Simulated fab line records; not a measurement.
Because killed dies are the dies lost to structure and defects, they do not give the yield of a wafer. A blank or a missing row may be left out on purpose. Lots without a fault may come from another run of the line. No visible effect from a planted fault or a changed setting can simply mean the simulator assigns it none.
fab line records | flow n5-finfet
[record] lots = 4 | wafers = 12 | last-day = 17
route steps=1938 shown MOL_CONTACT_COAG@525 BEOL_M4@1111 PASSIVATION@1936
lots with no fault: from the same line, run without faults
start-h: hours from the record's first day to the start of the lot's first wafer shown | wait-h: time in hours since the lot's previous step | " unchanged from the row above | L1.1+2: a single row standing in for several wafers | - no value present, or no start provided | * or withheld: withheld | < > ~ a bound
route shown NAME@n: a module of which the file shows steps, and the number in the route of the first | usual: mean/standard deviation of fault-free wafers | same: alike in all rows | chamber/n: place in a boat | sites: readings site by site | _std_site: standard deviation of those values | _edge_site: mean of outer sites minus mean of inner sites | radius-mm: for every site, how far away it sits from the centre of the wafer | mask NAME#n: copy n | behind: tool/chamber where the wafer was last shaped | hold: reason for holding the lot/hours on hold/outcome of the hold | device: the n, p or np transistor that did not switch | end of line: the same wafers' tests at the end of the route | a step with no rows: only its recipe | killed: not the wafer's yield, but the dies lost to structure and defects at the first sort | map: the dies of a wafer, with x for killed, . for not killed, _ for no die there
set.NAME: the setting the step ran with; set.NAME@STEP: the setting that earlier step ran with | model.NAME: the simulator's own value behind a step, which no gauge read
lots seen at some steps along the route; tables by step, rows by wafer
services: the hour from which a tool's chamber was out of use, counted from the record's first day as start-h (under 0 if before that day), plus the number of hours and why
[[steps]]
[step N5_MOL_CONTACT_COAG_DEVELOP_07]
[recipe] develop-time-s = 30 | developer = TMAH | resist = CAR-EUV | rinse-liquid = surfactant-rinse | dry = air-spin | dev-temp-c = 23
[step N5_MOL_CONTACT_COAG_DESCUM_13]
[recipe] chemistry = O2 | time-s = 7 | source-power-w = 50 | bias-power-w = 20 | pressure-mtorr = 20 | rf-frequency-hz = 2.712e+07 | temp-c = 40 | resist = CAR-EUV | o2-flow-sccm = 225
[step N5_MOL_CONTACT_COAG_ETCH_59]
[recipe] chemistry = N2/H2 | target = underlayer | target-depth-a = 130 | mask-material = CAR-EUV | time-s = 10.4 | ion-energy-ev = 200 | pressure-mtorr = 30 | source-w = 840 | bias-w = 150 | n2-flow-sccm = 200 | h2-flow-sccm = 200 | ends = cleared
[step N5_MOL_CONTACT_COAG_ETCH_105]
[recipe] chemistry = CF4 | target = SiARC | target-depth-a = 156 | mask-material = CAR-EUV | time-s = 26 | ion-energy-ev = 80 | pressure-mtorr = 40 | source-w = 545 | bias-w = 36 | Ar_flow_sccm = 100 | cf4-flow-sccm = 100 | ends = cleared
[step N5_MOL_CONTACT_COAG_ETCH_106]
[recipe] chemistry = N2/H2 | target = SOC | target-depth-a = 800 | overetch-a = 160 | mask-material = SiARC | temp-c = 40 | time-s = 120 | ion-energy-ev = 200 | pressure-mtorr = 30 | source-w = 840 | bias-w = 150 | n2-flow-sccm = 200 | h2-flow-sccm = 200
[step N5_MOL_CONTACT_COAG_STRIP_107]
[recipe] chemistry = N2/H2 | temp-c = 40 | n2-flow-sccm = 200 | h2-flow-sccm = 200 | rf-frequency-hz = 6e+07
[step N5_MOL_CONTACT_COAG_STRIP_108]
[recipe] chemistry = N2/H2 | temp-c = 40 | n2-flow-sccm = 200 | h2-flow-sccm = 200 | rf-frequency-hz = 6e+07
[step N5_MOL_CONTACT_COAG_CONTACT_ETCH_14]
[recipe] chemistry = C4F6/O2 | target = SiO2 | target-depth-a = 275 | overetch-a = 85 | mask-material = SOC | pressure-mtorr = 30 | source-w = 370 | bias-w = 185 | Ar_flow_sccm = 300 | C4F6_flow_sccm = 16 | O2_flow_sccm = 10 | time-s = 20 | ion-energy-ev = 259.6
[step N5_MOL_CONTACT_COAG_STRIP_109]
[recipe] chemistry = C4F6/O2 | resist = SiARC | rf-frequency-hz = 6e+07
[step N5_MOL_CONTACT_COAG_ETCH_15]
[recipe] chemistry = CH3F/O2 | target = SiNx | target-depth-a = 70 | mask-material = SOC | stop-on = Si:P | over-etch-frac = 0.75 | ion-energy-ev = 120 | pressure-mtorr = 30 | source-w = 395 | bias-w = 73 | Ar_flow_sccm = 150 | CH3F_flow_sccm = 30 | O2_flow_sccm = 20
[usual] chamber-pressure-mTorr = 30.002/0.028 | drypump-motor-current-A = 5.8/0.44 | mfc-ar-sccm = 150.0/0.47 | oes-product-au = 0.59/0.06 | rf-vpp-V = 301/6 | showerhead-plenum-p-Torr = 2.02/0.082 | throttle-valve-pct = 16.33/0.25
[same] over-etch-frac = 0.75
lot.wafer | tool        | chamber | start-h | wait-h | chamber-pressure-mTorr | drypump-motor-current-A | mfc-ar-sccm | oes-product-au | rf-hours-counter-h | rf-vpp-V | showerhead-plenum-p-Torr | throttle-valve-pct | model.SOC_of_MOL_CONTACT_COAG_COAT_103.thk-nm
L412.2    | rie-diel-03 | 3       | 113.16  | 0.0    | 30.007                 | 5.4                     | 150.1       | 0.66           | 17                 | 310      | 2.12                     | 15.94              | 75.6
L412.4    | "           | 2       | "       | "      | 30.010                 | 5.1                     | 150.1       | 0.54           | -                  | 306      | 2.00                     | 16.34              | 75.4
L412.6    | "           | 1       | "       | "      | 30.040                 | 5.9                     | 150.1       | 0.66           | -                  | 296      | 2.06                     | 16.56              | 75.2
L415.1    | rie-diel-03 | 0       | 136.41  | 0.0    | 29.994                 | 5.7                     | 150.2       | 0.52           | 218                | 291      | 1.89                     | 16.50              | 74
L415.4    | "           | 1       | "       | "      | 30.004                 | 5.9                     | 150.1       | 0.64           | 36                 | 297      | 2.05                     | 16.56              | 75
L415.6    | "           | 2       | "       | "      | 29.993                 | 5.1                     | 150.4       | 0.54           | -                  | 307      | 2.00                     | 16.36              | 74.4
L418.3    | rie-diel-03 | 2       | 147.31  | 0.0    | 29.983                 | 5.1                     | 150.3       | 0.53           | 181                | 307      | 2.00                     | 16.37              | 75.4
L418.5    | "           | 2       | "       | "      | 29.974                 | 5.1                     | 149.4       | 0.54           | -                  | 305      | 2.00                     | 16.38              | 74.2
L418.6    | "           | 1       | "       | "      | 30.047                 | 5.8                     | 149.5       | 0.64           | -                  | 297      | 2.05                     | 16.56              | 74
L419.1    | rie-diel-02 | 2       | 158.70  | 0.0    | 30.020                 | 6.0                     | 150.2       | 0.58           | 117                | 304      | 2.11                     | 16.25              | 75.2
L419.3    | "           | 0       | "       | "      | 29.978                 | 6.4                     | 150.0       | 0.54           | 169                | 306      | 1.92                     | 16.47              | 75.6
L419.5    | "           | 2       | "       | "      | 29.970                 | 6.0                     | 149.6       | 0.58           | -                  | 304      | 2.11                     | 16.27              | 75.4
[step N5_MOL_CONTACT_COAG_ETCH_110]
[recipe] chemistry = CF4/O2 | target = Si | target-depth-a = 25 | time-s = 8 | pressure-mtorr = 100 | source-w = 200 | bias-w = 12 | ion-energy-ev = 60 | Ar_flow_sccm = 100 | cf4-flow-sccm = 100 | O2_flow_sccm = 10
[usual] chamber-pressure-mTorr = 100.00/0.082 | drypump-motor-current-A = 5.8/0.44 | mfc-ar-sccm = 100.0/0.32 | oes-product-au = 0.81/0.087 | rf-vpp-V = 129/3 | showerhead-plenum-p-Torr = 2.24/0.083 | throttle-valve-pct = 10.72/0.29
[same] time-s = 8
lot.wafer | tool        | chamber | start-h | wait-h | chamber-pressure-mTorr | drypump-motor-current-A | mfc-ar-sccm | oes-product-au | rf-hours-counter-h | rf-vpp-V | showerhead-plenum-p-Torr | throttle-valve-pct | model.SOC_of_MOL_CONTACT_COAG_COAT_103.thk-nm
L412.2    | rie-diel-03 | 3       | 113.22  | 0.0    | 100.05                 | 5.4                     | 99.4        | 0.90           | 17                 | 133      | 2.35                     | 10.27              | 74
L412.4    | "           | 2       | "       | "      | 99.98                  | 5.1                     | 99.7        | 0.72           | -                  | 133      | 2.21                     | 10.77              | 74
L412.6    | "           | 1       | "       | "      | 100.00                 | 5.9                     | 100.6       | 0.88           | -                  | 127      | 2.28                     | 10.83              | 73.8
L415.1    | rie-diel-03 | 0       | 136.47  | 0.0    | 100.01                 | 5.7                     | 99.8        | 0.71           | 218                | 124      | 2.12                     | 11.08              | 72.4
L415.4    | "           | 1       | "       | "      | 100.03                 | 5.8                     | 100.4       | 0.87           | 36                 | 128      | 2.28                     | 10.85              | 73.4
L415.6    | "           | 2       | "       | "      | 99.99                  | 5.1                     | 99.6        | 0.71           | -                  | 132      | 2.21                     | 10.81              | 73
L418.3    | rie-diel-03 | 2       | 147.37  | 0.0    | 100.04                 | 5.1                     | 99.6        | 0.71           | 181                | 132      | 2.21                     | 10.80              | 73.8
L418.5    | "           | 2       | "       | "      | 99.97                  | 5.1                     | 100.0       | 0.70           | -                  | 131      | 2.21                     | 10.81              | 72.8
L418.6    | "           | 1       | "       | "      | 100.21                 | 5.9                     | 100.3       | 0.86           | -                  | 129      | 2.28                     | 10.85              | 72.6
L419.1    | rie-diel-02 | 2       | 158.76  | 0.0    | 100.04                 | 6.0                     | 100.6       | 0.83           | 117                | 131      | 2.33                     | 10.66              | 73.6
L419.3    | "           | 0       | "       | "      | 99.92                  | 6.4                     | 99.6        | 0.73           | 169                | 132      | 2.14                     | 10.92              | 74
L419.5    | "           | 2       | "       | "      | 100.16                 | 6.0                     | 100.3       | 0.83           | -                  | 130      | 2.33                     | 10.65              | 73.8
[step N5_MOL_CONTACT_COAG_STRIP_98]
[recipe] chemistry = N2/H2 | power-w = 500 | temp-c = 40 | pressure-mtorr = 50 | rf-frequency-hz = 6e+07 | overash-fraction = 0.3 | bias-power-w = 8 | h2-frac = 0.5 | n2-flow-sccm = 300 | h2-flow-sccm = 300
[step N5_BEOL_M4_RC_MEAS_101]
[usual] DIBL_N = 36.3/1.9 | DIBL_P = 36.0/2.1 | IOFF_N = 0.16/0.031 | IOFF_P = 0.21/0.035 | ION_N = 675/14 | ION_P = 464/8.5 | SS_N = 71.5/0.6 | SS_P = 73.3/0.72 | VT_N = 250/3.2 | VT_P = -250/3.1
lot.wafer | tool      | chamber | start-h | wait-h | DIBL_N[mV/V] | DIBL_P[mV/V] | IOFF_N[nA/um] | IOFF_P[nA/um] | ION_N[uA/um] | ION_P[uA/um] | SS_N[mV/dec] | SS_P[mV/dec] | VT_N[mV] | VT_P[mV]
L412.2    | prober-02 | 0       | 186.20  | 0.2    | 35.7         | 36.1         | 0.15          | 0.20          | 679          | 466          | 71.0         | 73.9         | 252      | -252
L412.4    | "         | 0       | "       | "      | 38.5         | 39.5         | 0.18          | 0.25          | 674          | 465          | 72.0         | 74.8         | 252      | -247
L412.6    | "         | 0       | "       | "      | 34.7         | 35.2         | 0.13          | 0.19          | 660          | 457          | 71.1         | 73.1         | 252      | -255
L415.1    | prober-02 | 0       | 207.11  | 0.0    | 36.8         | 36.1         | 0.15          | 0.24          | 678          | 469          | 70.9         | 73.2         | 248      | -246
L415.4    | "         | 0       | "       | "      | 40.4         | 39.5         | 0.21          | 0.30          | 687          | 476          | 72.2         | 73.4         | 245      | -245
L415.6    | "         | 0       | "       | "      | 38.9         | 37.4         | 0.19          | 0.25          | 683          | 467          | 71.8         | 73.2         | 249      | -245
L418.3    | prober-01 | 0       | 214.58  | 0.3    | 33.5         | 33.2         | 0.12          | 0.16          | 679          | 461          | 71.3         | 72.8         | 252      | -255
L418.5    | "         | 0       | "       | "      | 33.7         | 33.7         | 0.12          | 0.17          | 674          | 462          | 70.4         | 72.7         | 253      | -253
L418.6    | "         | 0       | "       | "      | 33.7         | 33.7         | 0.13          | 0.17          | 689          | 471          | 71.6         | 72.6         | 252      | -253
L419.1    | prober-01 | 0       | 295.46  | 0.0    | 37.8         | 35.8         | 0.18          | 0.22          | 679          | 465          | 70.9         | 72.6         | 251      | -249
L419.3    | "         | 0       | "       | "      | 34.0         | 32.2         | 0.12          | 0.18          | 685          | 467          | 70.2         | 72.3         | 255      | -248
L419.5    | "         | 0       | "       | "      | 37.2         | 36.0         | 0.18          | 0.24          | 704          | 478          | 71.2         | 73.6         | 246      | -247
[step N5_PASSIVATION_PROBE_49]
[usual] defect-limited-yield = 91.0/1.5 | killed_at_M0_to_M3 = 32/9.6 | killed_at_M4_up = 13/4.7 | killed-at-contacts = 13/7.2 | killed-at-front-end = 44/13 | killed-at-other = 4/3.4 | killed-dies = 106/18 | killed-open = 70/13 | killed-short = 35/8 | sort_bin_5_function = 5.3/0.97 | sort_bin_6_memory = 3.4/0.73 | sort_bin_8_speed = 0.00/0.036 | sort-n-pass = 1074/18 | sort-yield-pct = 91.0/1.5
[same] gross-dies = 1180 | killed-at-back-side = 0 | sort_bin_4_leakage[%] = 0
lot.wafer | tool      | chamber | start-h | wait-h | defect-limited-yield[%] | killed_at_M0_to_M3 | killed_at_M4_up | killed-at-contacts | killed-at-front-end | killed-at-other | killed-dies | killed-open | killed-short | sort_bin_5_function[%] | sort_bin_6_memory[%] | sort_bin_8_speed[%] | sort-n-pass | sort-yield-pct[%]
L412.2    | prober-01 | -       | 266.06  | 0.1    | 89.4                    | 44                 | 5               | 6                  | 61                  | 9               | 125         | 75          | 48           | 6.5                    | 3.3                  | 0                   | 1055        | 89.4
L412.4    | prober-01 | -       | 266.16  | 0.2    | 93.7                    | 23                 | 10              | 6                  | 26                  | 9               | 74          | 47          | 26           | 3.5                    | 2.4                  | 0                   | 1106        | 93.7
L412.6    | prober-01 | -       | 266.26  | 0.3    | 91.1                    | 19                 | 6               | 2                  | 69                  | 9               | 105         | 62          | 43           | 5.5                    | 2.9                  | 0                   | 1075        | 91.1
L418.3    | prober-02 | -       | 296.33  | 0.4    | 91.3                    | 36                 | 14              | 17                 | 32                  | 4               | 103         | 68          | 33           | 5.8                    | 2.6                  | 0                   | 1077        | 91.3
L418.5    | prober-02 | -       | 296.43  | 0.5    | 92.4                    | 25                 | 14              | 10                 | 40                  | 1               | 90          | 61          | 29           | 3.9                    | 3.3                  | 0                   | 1090        | 92.4
L418.6    | prober-02 | -       | 296.48  | 0.5    | 92.1                    | 33                 | 6               | 13                 | 40                  | 1               | 93          | 59          | 30           | 4.4                    | 2.7                  | 0                   | 1087        | 92.1
L419.1    | prober-01 | -       | 402.40  | 0.0    | 89.4                    | 44                 | 12              | 5                  | 63                  | 1               | 125         | 82          | 40           | 6.2                    | 3.9                  | 0                   | 1055        | 89.4
L419.3    | prober-01 | -       | 402.50  | 0.1    | 86.1                    | 53                 | 16              | 18                 | 73                  | 4               | 164         | 104         | 58           | 7.8                    | 5.6                  | 0                   | 1016        | 86.1
L419.5    | prober-01 | -       | 402.60  | 0.2    | 87.3                    | 39                 | 9               | 8                  | 92                  | 2               | 150         | 103         | 46           | 7.5                    | 4.8                  | 0                   | 1030        | 87.3
// killed by level:class
L412.2 FIN_SAQP:geometric-particle:open=16 FIN_SAQP:geometric-particle:short=14 BEOL_M0_SAQP:geometric-particle:open=14 GATE_CUT:geometric-particle:short=9 BEOL_M0_SAQP:geometric-particle:short=8 BEOL_M2:geometric-particle:open=7 GATE_CUT:geometric-particle:open=6 BEOL_M3:geometric-particle:open=5
L412.4 FIN_SAQP:geometric-particle:open=8 BEOL_M0_SAQP:geometric-particle:short=8 BEOL_M0_SAQP:geometric-particle:open=7 MIM_BOT:geometric-particle:open=5 BEOL_M3:geometric-particle:open=5 FIN_SAQP:geometric-particle:short=4 STI_FIN_REVEAL:geometric-particle:open=4 MOL_CONTACT_COAG:geometric-particle:short=4
L412.6 STI_FIN_REVEAL:geometric-particle:open=19 FIN_SAQP:geometric-particle:open=12 FIN_SAQP:geometric-particle:short=9 GATE_CUT:geometric-particle:short=5 ILD0:geometric-particle:short=5 BEOL_M0_SAQP:geometric-particle:open=5 MIM_BOT:geometric-particle:short=5 STI_FIN_REVEAL:geometric-particle:short=4
L418.3 MOL_CONTACT_COAG:geometric-particle:open=16 BEOL_M0_SAQP:geometric-particle:short=11 FIN_SAQP:geometric-particle:open=9 FIN_SAQP:geometric-particle:short=9 BEOL_M4:geometric-particle:open=9 BEOL_M0_SAQP:geometric-particle:open=8 BEOL_M3:geometric-particle:open=8 BEOL_M1:geometric-particle:open=5
L418.5 DUMMY_GATE:geometric-particle:open=8 FIN_SAQP:geometric-particle:open=7 FIN_SAQP:geometric-particle:short=7 MOL_CONTACT_COAG:geometric-particle:open=7 STARTING-WAFER:geometric-particle:open=6 BEOL_M4:geometric-particle:open=5 BEOL_M0_SAQP:geometric-particle:open=4 BEOL_M0_SAQP:geometric-particle:short=4
L418.6 MOL_CONTACT_COAG:geometric-particle:open=12 FIN_SAQP:geometric-particle:open=7 STI_FIN_REVEAL:geometric-particle:open=7 BEOL_M3:geometric-particle:open=7 FIN_SAQP:geometric-particle:short=6 BEOL_M2:geometric-particle:open=6 BEOL_M1:geometric-particle:open=5 BEOL_M0_SAQP:geometric-particle:short=4
L419.1 FIN_SAQP:geometric-particle:open=20 BEOL_M0_SAQP:geometric-particle:open=15 STI_FIN_REVEAL:geometric-particle:open=12 BEOL_M0_SAQP:geometric-particle:short=12 DUMMY_GATE:geometric-particle:open=7 FIN_SAQP:geometric-particle:short=5 STI_FIN_REVEAL:geometric-particle:short=4 MOL_CONTACT_COAG:geometric-particle:open=4
L419.3 FIN_SAQP:geometric-particle:open=19 STI_FIN_REVEAL:geometric-particle:open=18 BEOL_M0_SAQP:geometric-particle:short=17 BEOL_M0_SAQP:geometric-particle:open=13 MOL_CONTACT_COAG:geometric-particle:open=13 FIN_SAQP:geometric-particle:short=10 BEOL_M0:geometric-particle:open=8 GATE_CUT:geometric-particle:short=7
L419.5 FIN_SAQP:geometric-particle:open=29 STI_FIN_REVEAL:geometric-particle:open=18 FIN_SAQP:geometric-particle:short=14 DUMMY_GATE:geometric-particle:open=13 BEOL_M0_SAQP:geometric-particle:open=12 BEOL_M0_SAQP:geometric-particle:short=12 MOL_CONTACT_COAG:geometric-particle:open=7 BEOL_M1:geometric-particle:open=7
[[services]]
tool        | chamber | start-h | hours | kind
rie-diel-03 | 2       | 103.38  | 6.4   | repair
rie-diel-03 | 0       | 107.48  | 11.9  | repair
rie-diel-02 | 1       | 132.22  | -     | clean
rie-diel-02 | 1       | 132.22  | -     | consumable-replace:focus-ring
rie-diel-02 | 1       | 132.22  | -     | consumable-replace:showerhead
rie-diel-02 | 1       | 132.22  | 12.2  | scheduled-down
rie-diel-02 | 1       | 132.22  | 12.2  | vent-cycle
[[key]]
first-sign none at tools or gauges
[model-effect] step = N5_MOL_CONTACT_COAG_ETCH_15 | value = SOC_of_MOL_CONTACT_COAG_COAT_103.thk-nm | without = 75.2 | struck = 74.15
[model-effect] step = N5_MOL_CONTACT_COAG_ETCH_110 | value = SOC_of_MOL_CONTACT_COAG_COAT_103.thk-nm | without = 73.75 | struck = 72.7
met-at N5_MOL_CONTACT_COAG_ETCH_15
struck-wafers L415.1,L415.6,L418.5,L418.6
onset-between 113.16 136.41
[fault] kind = process-parameter-drift | tool = rie-diel-03 | chamber = - | onset-h = 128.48 | steps = N5_MOL_CONTACT_COAG_ETCH_15 | channel = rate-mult | offset = 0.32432 | shape = step | end-h = 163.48 | scope = struck-wafers-only
